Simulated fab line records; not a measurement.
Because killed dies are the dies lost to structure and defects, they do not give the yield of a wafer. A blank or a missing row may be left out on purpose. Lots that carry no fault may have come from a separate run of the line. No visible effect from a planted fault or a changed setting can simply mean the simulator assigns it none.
Chamber matching    flow nand harc    pecvd-04 running NHARC_P_CONTACT_DEP_30: 3 sister chambers
The step deposits SiNx, target thk 30 nm. 16 wafers are shown with their chamber, then 8 later ones without.

## EACH WAFER AND ITS CHAMBER
wafer   chamber  heater power w (W)
L076.1  2        627
L076.3  0        790
L076.6  0        806
L077.1  1        625
L077.5  2        695
L077.6  1        635
L078.2  2        563
L078.4  1        614
L078.5  2        573
L080.4  1        566
L080.5  2        587
L080.6  0        772
L082.4  2        696
L082.5  0        680
L082.6  1        519
L092.2  2        684

SIGNATURES, as means of the wafers listed above
reading         chamber 0  chamber 1  chamber 2  scatter within a chamber
heater power w  762.00     591.80     632.14     55.5
Rule: a wafer's distance from a chamber is the root of the sum, over the readings, of the square of ((its reading less the chamber's mean) divided by the reading's scatter). The wafer belongs to the nearest chamber; if the next one is less than 2 further off, it can't be placed. How the scatter is found: for the shown wafers, subtract from each reading the mean of its chamber, square and add these, divide the total by (wafers less chambers), then take the root.

## WAFERS MISSING THEIR CHAMBER
wafer   heater power w (W)
L092.3  586
L092.5  685
L093.1  666
L093.4  618
L093.5  688
L094.1  664
L094.3  513
L094.5  515

## THE CHAMBER EACH PASSED THROUGH
wafer   from the rows above           in truth
L092.3  can't be placed: 1 or 2       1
L092.5  can't be placed: 2 or 0 or 1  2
L093.1  can't be placed: 2 or 1 or 0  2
L093.4  can't be placed: 2 or 1       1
L093.5  can't be placed: 2 or 0 or 1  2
L094.1  can't be placed: 2 or 1 or 0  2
L094.3  can't be placed: 1 or 2       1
L094.5  can't be placed: 1 or 2       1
Correct placement for 0 of the 8. Unplaceable from these rows: 8, with the true chamber sitting among the candidates in 8. Number placed wrongly: 0.
